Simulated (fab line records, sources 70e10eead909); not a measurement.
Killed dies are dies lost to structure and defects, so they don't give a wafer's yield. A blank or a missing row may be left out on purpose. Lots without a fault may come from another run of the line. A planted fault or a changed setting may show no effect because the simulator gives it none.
Which tool did it? | flow nand_harc | 6 lots, 18 wafers sampled, at 5 steps of a route of 1302

WHAT THE GAUGES READ, wafer by wafer
NHARC_END_SORT_01.
lot | measured | on | killed_at_array

WHICH TOOL RAN EACH LOT (tool, then ch and the chambers of the sampled wafers, then the start)
lot  | NHARC_P_ZERO_WELL_ETCH_62                     | NHARC_P_ZERO_WELL_RTA_42         | NHARC_P_GATE_OXIDE_02                                         | NHARC_P_GATE_ETCH_32
L897 | rie_diel-07 ch 1,2,3, day 2 12:55 or earlier  | rtp_anneal-01 ch 0, day 2 12:55  | furnace-08 ch 0, day 4 14:23                                  | rie_si-04 ch 1,2,3, day 5 10:20
L900 | rie_diel-07 ch 0,2, day 3 18:48 or earlier    | rtp_anneal-01 ch 0, day 3 18:48  | furnace-02 ch 0, day 6 00:55                                  | rie_si-04 ch 1,2, day 6 21:38
L902 | rie_diel-03 ch 0,1,2, day 4 22:04 or earlier  | rtp_anneal-01 ch 0, day 4 22:04  | furnace-02 ch 0, day 6 23:07 and furnace-05 ch 0, day 7 03:41 | rie_si-01 ch 1,2,3, day 8 00:42
L911 | rie_diel-03 ch 1,2,3, day 8 10:08 or earlier  | rtp_anneal-01 ch 0, day 8 10:08  | furnace-08 ch 0, day 10 09:07                                 | rie_si-04 ch 0,1,2, day 11 09:03
L916 | rie_diel-13 ch 1,2, day 10 10:52 or earlier   | rtp_anneal-02 ch 0, day 10 10:52 | furnace-05 ch 0, day 12 14:05                                 | rie_si-04 ch 1,2,3, day 13 11:33
L919 | rie_diel-13 ch 0,2,3, day 11 16:51 or earlier | rtp_anneal-02 ch 0, day 11 16:51 | furnace-02 ch 0, day 13 15:20                                 | rie_si-04 ch 0,1,3, day 14 11:40
- NHARC_P_ZERO_WELL_ETCH_62: etches the open film in CHF3/Ar, target depth 13 nm, time 6.5 s.
- NHARC_P_ZERO_WELL_RTA_42: time 300 s.
- NHARC_P_GATE_OXIDE_02: material SiO2, target thk 37.5 nm, ox time 365 s.
- NHARC_P_GATE_ETCH_32: etches the open film in HBr/Cl2, target depth 150 nm, time 100.1 s.

THE ANSWER, worked out from the rows above alone
Rule: what is usual is taken from the lots themselves. Put in order of their means at a reading, lots are off if they are a third of the lots or fewer, leave a main group of 4 or more, and stand apart from it by a gap of 3 or more times the standard deviation of the main group's means; of several such gaps the widest counts. A main group whose means are all the same, to the digits that the tables above print for the reading, isn't used. A lot without any number at a reading at which 4 lots or more have one is off too. The other lots that the step has rows for count as sound.
No lot is off at any reading shown: from this, nothing can be told.

WHAT THE SIMULATOR HAD PUT IN
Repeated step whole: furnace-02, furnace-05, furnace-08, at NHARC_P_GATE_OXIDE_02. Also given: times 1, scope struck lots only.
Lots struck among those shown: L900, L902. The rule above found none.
